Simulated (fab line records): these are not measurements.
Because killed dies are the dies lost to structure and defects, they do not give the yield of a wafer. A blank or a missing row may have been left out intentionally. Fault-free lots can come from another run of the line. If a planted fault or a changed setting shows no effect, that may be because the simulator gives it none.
fab line records    flow nand_harc
record: lots: 24  wafers: 72  last_day: 25
route steps=1159 shown A_CONTACT@865
lots that met no fault: from a run of the same line without faults
start_h: the number of hours between the record's first day and the start of the first shown wafer of the lot    wait_h: how many hours have passed since the lot's step before this one    " unchanged from the row above    L1.1+2: a row that stands for several wafers    - no value, or no start was given    * or withheld: withheld    < > ~ a bound
route shown NAME@n: names a module that has steps shown in the file, with the first one's number in the route    usual: mean/standard deviation of fault-free wafers    same: alike in all rows    chamber/n: place in a boat    sites: each site's reading    _std_site: standard deviation across them    _edge_site: mean of outer sites minus mean of inner sites    radius_mm: for every site, how far away it sits from the centre of the wafer    mask NAME#n: copy n    behind: tool/chamber where the wafer was last shaped    hold: the reason the lot was held/the length of the hold in hours/how it ended    device: the transistor (n, p or np) that didn't switch    end of line: the tests these same wafers got at the end of their route    a step with no rows: only its recipe    killed: the dies lost at the first sort to structure and to defects; this is not the yield of the wafer    map: the dies of a wafer, with x for killed, . for not killed, _ for no die there
set.NAME: setting as actually run; set.NAME@STEP: the setting as run at that earlier step    model.NAME: the simulator's own value behind a step, which no gauge read
route steps across a sampled set of lots; one table per step, one row per wafer
services: when a tool's chamber went out of use (start_h, in hours from the record's first day, below 0 if earlier), for how many hours, and the reason
== steps ==
step: NHARC_A_CONTACT_ETCH_114
recipe: source_w: withheld  pressure_mtorr: 20  bias_v: 3000  time_s: 94  target_depth_a: 9220  ar_flow_sccm: withheld  c4f8_flow_sccm: withheld  o2_flow_sccm: withheld  chemistry: C4F8/O2/Ar
lot.wafer  tool             chamber  start_h  wait_h  rf_hours_counter_h
L074.2     har_cap_etch-02  1        364.58   0.1     10
L074.3     "                0        "        "       -
L074.5     "                0        "        "       -
L075.2     har_cap_etch-02  0        377.82   0.1     11
L075.3     "                1        "        "       -
L075.4     "                0        "        "       -
L077.1     har_cap_etch-01  0        381.60   0.1     57
L077.4     "                0        "        "       -
L077.6     "                1        "        "       -
L076.4     har_cap_etch-02  0        381.91   0.1     -
L076.5     "                1        "        "       -
L076.6     "                0        "        "       -
L078.2     har_cap_etch-01  0        391.90   0.1     60
L078.3     "                0        "        "       -
L078.6     "                0        "        "       -
L079.1     har_cap_etch-01  0        398.06   0.1     61
L079.3     "                1        "        "       -
L079.6     "                1        "        "       -
L081.2     har_cap_etch-03  0        408.26   0.1     85
L081.4     "                0        "        "       -
L081.5     "                0        "        "       -
L082.3     har_cap_etch-02  1        410.95   0.1     -
L082.6     "                1        "        "       -
L082.5     "                0        "        "       -
L085.2     har_cap_etch-01  0        422.57   0.1     64
L085.4     "                1        "        "       -
L085.3     "                0        "        "       -
L083.1     har_cap_etch-03  0        422.61   0.1     87
L083.6     "                1        "        "       -
L083.5     "                0        "        "       -
L080.2     har_cap_etch-03  1        427.41   0.1     88
L080.3     "                0        "        "       -
L080.4     "                1        "        "       -
L084.4     har_cap_etch-03  0        432.10   0.1     -
L084.6     "                0        "        "       -
L084.5     "                1        "        "       -
L086.2     har_cap_etch-01  1        437.57   0.1     68
L086.1     "                0        "        "       68
L086.4     "                1        "        "       -
L087.1     har_cap_etch-02  1        438.88   0.1     24
L087.4     "                0        "        "       -
L087.5     "                0        "        "       -
L088.2     har_cap_etch-03  0        450.24   0.1     94
L088.3     "                0        "        "       -
L088.4     "                1        "        "       -
L089.4     har_cap_etch-02  1        450.73   0.1     -
L089.3     "                0        "        "       -
L089.5     "                0        "        "       -
L090.1     har_cap_etch-01  0        467.85   0.1     73
L090.5     "                0        "        "       -
L090.6     "                1        "        "       -
L091.1     har_cap_etch-03  1        469.07   0.1     96
L091.3     "                1        "        "       -
L091.4     "                0        "        "       -
L093.1     har_cap_etch-03  0        477.22   0.1     97
L093.4     "                1        "        "       -
L093.6     "                0        "        "       -
L092.1     har_cap_etch-02  1        477.62   0.1     31
L092.2     "                0        "        "       31
L092.5     "                0        "        "       -
L094.2     har_cap_etch-03  1        485.00   0.1     99
L094.3     "                1        "        "       -
L094.4     "                0        "        "       -
L095.2     har_cap_etch-03  0        490.24   0.1     100
L095.1     "                1        "        "       100
L095.4     "                0        "        "       -
L097.3     har_cap_etch-03  0        504.78   0.1     -
L097.6     "                0        "        "       -
L097.5     "                1        "        "       -
L096.1     har_cap_etch-03  0        519.87   0.1     104
L096.4     "                0        "        "       -
L096.3     "                1        "        "       -
step: NHARC_A_CONTACT_ETCH_127
recipe: source_w: withheld  pressure_mtorr: 20  bias_v: 1200  time_s: 155  target_depth_a: 9560  ar_flow_sccm: withheld  c4f8_flow_sccm: withheld  o2_flow_sccm: withheld  chemistry: C4F8/O2/Ar
lot.wafer  tool             chamber  start_h  wait_h  rf_hours_counter_h
L074.2     har_cap_etch-01  1        373.86   0.1     56
L074.3     "                1        "        "       -
L074.5     "                1        "        "       -
L075.2     har_cap_etch-01  0        385.92   0.1     59
L075.3     "                1        "        "       -
L075.4     "                0        "        "       -
L077.1     har_cap_etch-02  0        388.42   0.1     14
L077.4     "                0        "        "       -
L077.6     "                1        "        "       -
L076.4     har_cap_etch-03  0        388.87   0.1     -
L076.5     "                0        "        "       -
L076.6     "                1        "        "       -
L078.2     har_cap_etch-03  1        400.03   0.1     83
L078.3     "                1        "        "       -
L078.6     "                1        "        "       -
L079.1     har_cap_etch-02  1        406.25   0.1     17
L079.3     "                0        "        "       -
L079.6     "                0        "        "       -
L081.2     har_cap_etch-03  0        417.27   0.1     86
L081.4     "                0        "        "       -
L081.5     "                1        "        "       -
L082.3     har_cap_etch-02  0        419.03   0.1     -
L082.6     "                0        "        "       -
L082.5     "                1        "        "       -
L085.2     har_cap_etch-02  0        429.37   0.1     21
L085.3     "                0        "        "       -
L085.4     "                1        "        "       -
L083.1     har_cap_etch-01  0        429.67   0.1     66
L083.5     "                0        "        "       -
L083.6     "                1        "        "       -
L080.2     har_cap_etch-02  0        435.38   0.1     23
L080.3     "                0        "        "       -
L080.4     "                1        "        "       -
L084.4     har_cap_etch-03  1        439.46   0.1     -
L084.6     "                0        "        "       -
L084.5     "                1        "        "       -
L086.2     har_cap_etch-02  0        444.51   0.2     25
L086.1     "                1        "        "       25
L086.4     "                0        "        "       -
L087.1     har_cap_etch-01  1        446.02   0.2     70
L087.4     "                1        "        "       -
L087.5     "                0        "        "       -
L088.2     har_cap_etch-02  1        457.52   0.1     28
L088.3     "                1        "        "       -
L088.4     "                0        "        "       -
L089.3     har_cap_etch-01  1        458.29   0.1     -
L089.4     "                0        "        "       -
L089.5     "                1        "        "       -
L090.1     har_cap_etch-02  0        474.97   0.1     30
L090.5     "                1        "        "       -
L090.6     "                0        "        "       -
L091.1     har_cap_etch-01  0        476.00   0.1     74
L091.3     "                1        "        "       -
L091.4     "                0        "        "       -
L093.1     har_cap_etch-01  0        486.27   0.1     76
L093.4     "                1        "        "       -
L093.6     "                0        "        "       -
L092.1     har_cap_etch-02  1        488.17   0.1     33
L092.2     "                0        "        "       33
L092.5     "                1        "        "       -
L094.2     har_cap_etch-01  0        494.01   0.1     78
L094.3     "                1        "        "       -
L094.4     "                0        "        "       -
L095.2     har_cap_etch-01  0        498.62   0.1     79
L095.1     "                1        "        "       79
L095.4     "                0        "        "       -
L097.3     har_cap_etch-01  0        512.59   0.1     -
L097.5     "                0        "        "       -
L097.6     "                1        "        "       -
L096.1     har_cap_etch-01  1        527.43   0.1     84
L096.4     "                0        "        "       -
L096.3     "                1        "        "       -
step: NHARC_A_CONTACT_ETCH_129
recipe: source_w: withheld  pressure_mtorr: 20  bias_v: 1200  time_s: 155  target_depth_a: 9560  ar_flow_sccm: withheld  c4f8_flow_sccm: withheld  o2_flow_sccm: withheld  chemistry: C4F8/O2/Ar
lot.wafer  tool             chamber  start_h  wait_h  rf_hours_counter_h
L074.2     har_cap_etch-01  1        374.14   0.1     57
L074.3     "                1        "        "       -
L074.5     "                1        "        "       -
L075.2     har_cap_etch-01  0        386.20   0.1     59
L075.3     "                1        "        "       -
L075.4     "                0        "        "       -
L077.1     har_cap_etch-02  0        388.70   0.1     14
L077.4     "                0        "        "       -
L077.6     "                1        "        "       -
L076.4     har_cap_etch-03  0        389.15   0.1     -
L076.5     "                0        "        "       -
L076.6     "                1        "        "       -
L078.2     har_cap_etch-03  1        400.32   0.1     84
L078.3     "                1        "        "       -
L078.6     "                1        "        "       -
L079.1     har_cap_etch-02  1        406.54   0.1     17
L079.3     "                0        "        "       -
L079.6     "                0        "        "       -
L081.2     har_cap_etch-03  0        417.55   0.1     86
L081.4     "                0        "        "       -
L081.5     "                1        "        "       -
L082.3     har_cap_etch-02  0        419.31   0.1     -
L082.6     "                0        "        "       -
L082.5     "                1        "        "       -
L085.2     har_cap_etch-02  0        429.65   0.1     22
L085.3     "                0        "        "       -
L085.4     "                1        "        "       -
L083.1     har_cap_etch-01  0        429.96   0.1     66
L083.5     "                0        "        "       -
L083.6     "                1        "        "       -
L080.2     har_cap_etch-02  0        435.67   0.1     23
L080.3     "                0        "        "       -
L080.4     "                1        "        "       -
L084.4     har_cap_etch-03  1        439.75   0.1     -
L084.6     "                0        "        "       -
L084.5     "                1        "        "       -
L086.2     har_cap_etch-02  0        444.89   0.2     25
L086.1     "                1        "        "       25
L086.4     "                0        "        "       -
L087.1     har_cap_etch-01  1        446.39   0.2     70
L087.4     "                1        "        "       -
L087.5     "                0        "        "       -
L088.2     har_cap_etch-02  1        457.81   0.1     28
L088.3     "                1        "        "       -
L088.4     "                0        "        "       -
L089.3     har_cap_etch-01  1        458.58   0.1     -
L089.4     "                0        "        "       -
L089.5     "                1        "        "       -
L090.1     har_cap_etch-02  0        475.26   0.1     30
L090.5     "                1        "        "       -
L090.6     "                0        "        "       -
L091.1     har_cap_etch-01  0        476.28   0.1     75
L091.3     "                1        "        "       -
L091.4     "                0        "        "       -
L093.1     har_cap_etch-01  0        486.55   0.1     77
L093.4     "                1        "        "       -
L093.6     "                0        "        "       -
L092.1     har_cap_etch-02  1        488.46   0.1     33
L092.2     "                0        "        "       33
L092.5     "                1        "        "       -
L094.2     har_cap_etch-01  0        494.29   0.1     78
L094.3     "                1        "        "       -
L094.4     "                0        "        "       -
L095.2     har_cap_etch-01  0        498.90   0.1     79
L095.1     "                1        "        "       79
L095.4     "                0        "        "       -
L097.3     har_cap_etch-01  0        512.87   0.1     -
L097.5     "                0        "        "       -
L097.6     "                1        "        "       -
L096.1     har_cap_etch-01  1        527.71   0.1     85
L096.4     "                0        "        "       -
L096.3     "                1        "        "       -
step: NHARC_A_CONTACT_CD_MEAS_08
recipe: target_cd_nm: 100  landing_energy_ev: 500
usual: cd_nm: 99.8/0.52
lot.wafer  tool       chamber  start_h  wait_h  cd_nm
L074.2     cd_sem-01  0        381.26   -       100.8
L074.3     "          0        "        "       100.6
L074.5     "          0        "        "       100.7
L075.2     cd_sem-01  0        390.60   -       100.3
L075.3     "          0        "        "       101.0
L075.4     "          0        "        "       100.3
L077.1     cd_sem-02  0        394.15   -       99.0
L077.4     "          0        "        "       98.9
L077.6     "          0        "        "       99.1
L076.4     cd_sem-01  0        395.00   -       100.7
L076.5     "          0        "        "       99.5
L076.6     "          0        "        "       99.6
L078.2     cd_sem-01  0        405.53   -       99.9
L078.3     "          0        "        "       100.3
L078.6     "          0        "        "       99.6
L079.1     cd_sem-01  0        411.40   -       100.0
L079.3     "          0        "        "       99.9
L079.6     "          0        "        "       99.4
L081.2     cd_sem-03  0        421.96   -       99.1
L081.4     "          0        "        "       99.8
L081.5     "          0        "        "       99.3
L082.3     cd_sem-03  0        424.46   -       99.7
L082.5     "          0        "        "       100.2
L082.6     "          0        "        "       99.6
L085.2     cd_sem-02  0        434.44   -       100.2
L085.3     "          0        "        "       100.1
L085.4     "          0        "        "       99.8
L083.1     cd_sem-03  0        435.79   -       99.7
L083.5     "          0        "        "       98.9
L083.6     "          0        "        "       99.4
L080.2     cd_sem-03  0        440.20   -       99.9
L080.3     "          0        "        "       99.5
L080.4     "          0        "        "       99.6
L084.4     cd_sem-03  0        443.97   -       99.8
L084.5     "          0        "        "       99.7
L084.6     "          0        "        "       100.1
L086.1     cd_sem-01  0        451.66   -       99.5
L086.2     "          0        "        "       100.0
L086.4     "          0        "        "       99.5
L087.1     cd_sem-01  0        452.89   -       100.2
L087.4     "          0        "        "       99.5
L087.5     "          0        "        "       100.0
L088.2     cd_sem-02  0        462.10   -       99.5
L088.3     "          0        "        "       100.0
L088.4     "          0        "        "       99.9
L089.3     cd_sem-02  0        463.05   -       99.9
L089.4     "          0        "        "       99.8
L089.5     "          0        "        "       99.5
L090.1     cd_sem-03  0        480.15   -       99.8
L090.5     "          0        "        "       99.8
L090.6     "          0        "        "       99.5
L091.1     cd_sem-03  0        483.29   -       99.4
L091.3     "          0        "        "       100.3
L091.4     "          0        "        "       99.7
L093.1     cd_sem-03  0        495.20   -       99.2
L093.4     "          0        "        "       99.3
L093.6     "          0        "        "       99.7
L092.1     cd_sem-03  0        495.36   -       98.6
L092.2     "          0        "        "       98.7
L092.5     "          0        "        "       98.7
L094.2     cd_sem-01  0        498.70   -       99.7
L094.3     "          0        "        "       99.9
L094.4     "          0        "        "       99.3
L095.1     cd_sem-03  0        503.17   -       100.0
L095.2     "          0        "        "       100.1
L095.4     "          0        "        "       99.7
L097.3     cd_sem-02  0        517.51   -       99.0
L097.5     "          0        "        "       100.1
L097.6     "          0        "        "       98.8
L096.1     cd_sem-02  0        532.37   -       100.4
L096.3     "          0        "        "       100.4
L096.4     "          0        "        "       100.4
step: NHARC_A_CONTACT_INSPECT_10
usual: raw_defect_count: 29/16
lot.wafer  tool               chamber  start_h  wait_h  raw_defect_count
L074.2     defect_inspect-02  -        381.38   0.0     20
L074.3     "                  -        "        "       18
L074.5     "                  -        "        "       14
L075.2     defect_inspect-02  -        390.72   0.0     12
L075.3     "                  -        "        "       12
L075.4     "                  -        "        "       13
L077.1     defect_inspect-02  -        394.28   0.0     33
L077.4     "                  -        "        "       32
L077.6     "                  -        "        "       31
L076.4     defect_inspect-01  -        395.12   0.0     20
L076.5     "                  -        "        "       12
L076.6     "                  -        "        "       29
L078.2     defect_inspect-02  -        405.65   0.0     8
L078.3     "                  -        "        "       11
L078.6     "                  -        "        "       10
L079.1     defect_inspect-01  -        411.53   0.0     36
L079.3     "                  -        "        "       45
L079.6     "                  -        "        "       37
L081.2     defect_inspect-02  -        422.08   0.0     39
L081.4     "                  -        "        "       28
L081.5     "                  -        "        "       31
L082.3     defect_inspect-01  -        424.59   0.0     23
L082.5     "                  -        "        "       17
L082.6     "                  -        "        "       24
L085.2     defect_inspect-02  -        434.56   0.0     24
L085.3     "                  -        "        "       30
L085.4     "                  -        "        "       17
L083.1     defect_inspect-01  -        435.91   0.0     25
L083.5     "                  -        "        "       24
L083.6     "                  -        "        "       21
L080.2     defect_inspect-01  -        440.32   0.0     49
L080.3     "                  -        "        "       42
L080.4     "                  -        "        "       38
L084.4     defect_inspect-01  -        444.09   0.0     30
L084.5     "                  -        "        "       29
L084.6     "                  -        "        "       22
L086.1     defect_inspect-02  -        451.78   0.0     36
L086.2     "                  -        "        "       54
L086.4     "                  -        "        "       48
L087.1     defect_inspect-02  -        453.02   0.0     11
L087.4     "                  -        "        "       22
L087.5     "                  -        "        "       15
L088.2     defect_inspect-01  -        462.22   0.0     49
L088.3     "                  -        "        "       49
L088.4     "                  -        "        "       43
L089.3     defect_inspect-02  -        463.17   0.0     14
L089.4     "                  -        "        "       19
L089.5     "                  -        "        "       14
L090.1     defect_inspect-01  -        480.27   0.0     13
L090.5     "                  -        "        "       11
L090.6     "                  -        "        "       11
L091.1     defect_inspect-01  -        483.42   0.0     40
L091.3     "                  -        "        "       61
L091.4     "                  -        "        "       62
L093.1     defect_inspect-01  -        495.33   0.0     19
L093.4     "                  -        "        "       12
L093.6     "                  -        "        "       13
L092.1     defect_inspect-02  -        495.48   0.0     51
L092.2     "                  -        "        "       45
L092.5     "                  -        "        "       65
L094.2     defect_inspect-01  -        498.82   0.0     66
L094.3     "                  -        "        "       59
L094.4     "                  -        "        "       53
L095.1     defect_inspect-01  -        503.30   0.0     41
L095.2     "                  -        "        "       34
L095.4     "                  -        "        "       58
L097.3     defect_inspect-01  -        517.63   0.0     16
L097.5     "                  -        "        "       17
L097.6     "                  -        "        "       14
L096.1     defect_inspect-01  -        532.50   0.0     17
L096.3     "                  -        "        "       19
L096.4     "                  -        "        "       14
step: NHARC_A_CONTACT_DESCUM_13
recipe: time_s: 3  o2_flow_sccm: 200  ar_flow_sccm: 0  bias_power_w: 0  chemistry: O2
usual: drypump_motor_current_A: 5.7/0.53  oes_product_au: 0.999/0.0096  rf_vpp_V: 57.7/0.95  showerhead_plenum_p_Torr: 1.90/0.08  throttle_valve_pct: 11.310/0.0094
lot.wafer  tool         chamber  start_h  wait_h  drypump_motor_current_A  oes_product_au  rf_hours_counter_h  rf_vpp_V  showerhead_plenum_p_Torr  throttle_valve_pct
L074.3     rie_diel-07  0        381.45   0.1     5.3                      0.996           53                  57.1      1.87                      11.321
L074.2     "            2        "        "       4.9                      0.994           60                  58.6      1.90                      11.295
L074.5     "            0        "        "       5.3                      1.003           -                   56.2      1.87                      11.297
L075.2     rie_diel-08  1        390.78   0.1     6.6                      1.008           18                  57.7      1.85                      11.298
L075.3     "            2        "        "       6.1                      1.008           16                  58.5      1.90                      11.300
L075.4     "            0        "        "       5.6                      1.030           18                  58.9      1.92                      11.312
L077.1     rie_diel-08  1        394.34   0.1     6.5                      0.997           18                  56.7      1.85                      11.302
L077.4     "            2        "        "       6.1                      1.007           17                  58.7      1.90                      11.311
L077.6     "            1        "        "       6.6                      1.013           -                   56.3      1.85                      11.305
L076.4     rie_diel-08  0        395.18   0.1     5.6                      1.017           19                  57.6      1.92                      11.306
L076.6     "            0        "        "       5.5                      1.016           -                   57.6      1.92                      11.305
L076.5     "            1        "        "       6.6                      0.996           -                   56.1      1.85                      11.310
L078.3     rie_diel-08  0        405.72   0.1     5.6                      1.012           22                  57.6      1.92                      11.301
L078.2     "            2        "        "       6.1                      1.006           19                  57.6      1.89                      11.314
L078.6     "            3        "        "       5.2                      0.985           -                   57.9      1.81                      11.326
L079.3     rie_diel-05  1        411.59   0.1     6.1                      1.003           23                  57.2      1.91                      11.312
L079.1     "            3        "        "       5.0                      1.007           24                  58.2      1.97                      11.296
L079.6     "            2        "        "       6.3                      0.997           -                   58.5      2.05                      11.322
L081.4     rie_diel-05  3        422.16   0.1     5.0                      0.995           27                  59.2      1.97                      11.309
L081.2     "            0        "        "       5.3                      0.981           27                  59.1      2.03                      11.298
L081.5     "            2        "        "       6.3                      1.000           -                   58.0      2.05                      11.322
L082.3     rie_diel-08  1        424.73   0.1     6.5                      0.993           26                  58.4      1.85                      11.297
L082.6     "            2        "        "       6.0                      1.003           -                   57.0      1.89                      11.321
L082.5     "            3        "        "       5.2                      0.976           -                   56.4      1.81                      11.304
L085.2     rie_diel-08  1        434.63   0.1     6.5                      1.005           28                  56.8      1.85                      11.317
L085.4     "            2        "        "       6.1                      0.994           26                  57.9      1.89                      11.326
L085.3     "            3        "        "       5.2                      0.988           25                  57.1      1.81                      11.301
L083.1     rie_diel-07  2        435.98   0.1     4.9                      1.001           9                   58.4      1.89                      11.311
L083.6     "            1        "        "       6.0                      0.990           -                   58.0      1.78                      11.317
L083.5     "            2        "        "       4.9                      0.997           -                   59.7      1.89                      11.296
L080.2     rie_diel-05  3        440.38   0.1     5.0                      0.999           32                  60.8      1.97                      11.299
L080.3     "            0        "        "       5.3                      1.000           31                  58.5      2.02                      11.322
L080.4     "            2        "        "       6.3                      1.004           31                  58.4      2.04                      11.305
L084.4     rie_diel-07  1        444.15   0.1     6.1                      0.992           11                  56.0      1.78                      11.300
L084.6     "            1        "        "       6.1                      0.995           -                   56.2      1.78                      11.304
L084.5     "            2        "        "       4.9                      0.996           -                   57.8      1.89                      11.304
L086.1     rie_diel-08  1        451.84   0.1     6.5                      1.002           31                  57.9      1.84                      11.290
L086.2     "            2        "        "       6.1                      1.015           29                  58.8      1.89                      11.313
L086.4     "            3        "        "       5.2                      1.005           28                  56.7      1.81                      11.290
L087.1     rie_diel-05  0        453.08   0.1     5.3                      0.994           39                  57.6      2.02                      11.323
L087.4     "            2        "        "       6.3                      0.990           39                  57.9      2.04                      11.308
L087.5     "            0        "        "       5.3                      0.995           -                   59.0      2.02                      11.320
L088.4     rie_diel-08  2        462.29   0.1     6.0                      1.011           31                  57.9      1.89                      11.315
L088.3     "            3        "        "       5.2                      0.994           30                  56.9      1.80                      11.309
L088.2     "            0        "        "       5.6                      1.007           32                  58.1      1.92                      11.311
L089.4     rie_diel-07  0        463.24   0.1     5.3                      0.993           17                  56.5      1.86                      11.306
L089.3     "            1        "        "       6.1                      1.004           17                  57.5      1.78                      11.306
L089.5     "            3        "        "       5.7                      0.995           -                   59.9      2.05                      11.290
L090.1     rie_diel-05  0        480.34   0.1     5.3                      1.015           52                  58.2      2.02                      11.316
L090.5     "            3        "        "       5.0                      0.996           -                   58.9      1.96                      11.310
L090.6     "            0        "        "       5.3                      1.014           -                   57.0      2.02                      11.303
L091.4     rie_diel-07  2        483.49   0.1     4.8                      1.005           25                  57.5      1.89                      11.312
L091.3     "            0        "        "       5.3                      0.987           24                  58.0      1.85                      11.316
L091.1     "            1        "        "       6.1                      1.000           23                  58.9      1.77                      11.319
L093.4     rie_diel-08  0        495.40   0.1     5.6                      0.989           2                   57.0      1.91                      11.316
L093.1     "            1        "        "       6.6                      0.995           1                   57.0      1.84                      11.316
L093.6     "            3        "        "       5.2                      1.003           -                   57.5      1.80                      11.297
L092.2     rie_diel-08  3        495.54   0.1     5.2                      1.002           1                   58.1      1.80                      11.313
L092.1     "            1        "        "       6.6                      0.994           1                   57.3      1.84                      11.320
L092.5     "            3        "        "       5.2                      1.005           -                   57.8      1.80                      11.325
L094.4     rie_diel-08  0        498.88   0.1     5.6                      0.995           3                   58.3      1.91                      11.313
L094.3     "            1        "        "       6.5                      0.996           2                   56.9      1.84                      11.321
L094.2     "            2        "        "       6.0                      0.999           2                   58.2      1.89                      11.325
L095.4     rie_diel-07  1        503.36   0.1     6.0                      0.995           30                  56.0      1.77                      11.323
L095.2     "            2        "        "       4.9                      0.984           32                  56.7      1.89                      11.315
L095.1     "            0        "        "       5.4                      0.980           30                  57.0      1.85                      11.317
L097.3     rie_diel-07  0        517.84   0.2     5.3                      0.987           35                  56.5      1.85                      11.308
L097.6     "            2        "        "       4.9                      0.989           -                   56.4      1.88                      11.316
L097.5     "            3        "        "       5.7                      0.989           -                   59.4      2.04                      11.302
L096.1     rie_diel-08  3        532.56   0.1     5.2                      1.007           10                  57.5      1.80                      11.310
L096.4     "            0        "        "       5.5                      0.989           9                   59.1      1.91                      11.312
L096.3     "            1        "        "       6.5                      0.990           9                   58.9      1.84                      11.308
== services ==
tool             chamber  start_h  hours  kind
rie_diel-05      -        340.63   9.0    pm
rie_diel-08      2        342.70   2.0    repair
rie_diel-08      0        360.04   -      clean
rie_diel-08      1        360.04   -      clean
rie_diel-08      2        360.04   -      clean
rie_diel-08      3        360.04   -      clean
har_cap_etch-02  -        368.56   0.1    repair
rie_diel-08      3        375.86   2.3    repair
rie_diel-08      0        384.60   -      clean
rie_diel-08      1        384.60   -      clean
rie_diel-08      2        384.60   -      clean
rie_diel-08      3        384.60   -      clean
rie_diel-05      0        394.89   4.7    repair
rie_diel-07      3        395.32   2.2    repair
rie_diel-07      -        405.70   9.0    pm
rie_diel-08      0        409.17   -      clean
rie_diel-08      1        409.17   -      clean
rie_diel-08      2        409.17   -      clean
rie_diel-08      3        409.17   -      clean
rie_diel-08      0        433.67   -      clean
rie_diel-08      1        433.67   -      clean
rie_diel-07      -        477.77   0.5    repair
rie_diel-08      0        511.88   5.2    repair
rie_diel-05      -        517.63   9.0    pm
== key ==
fault none
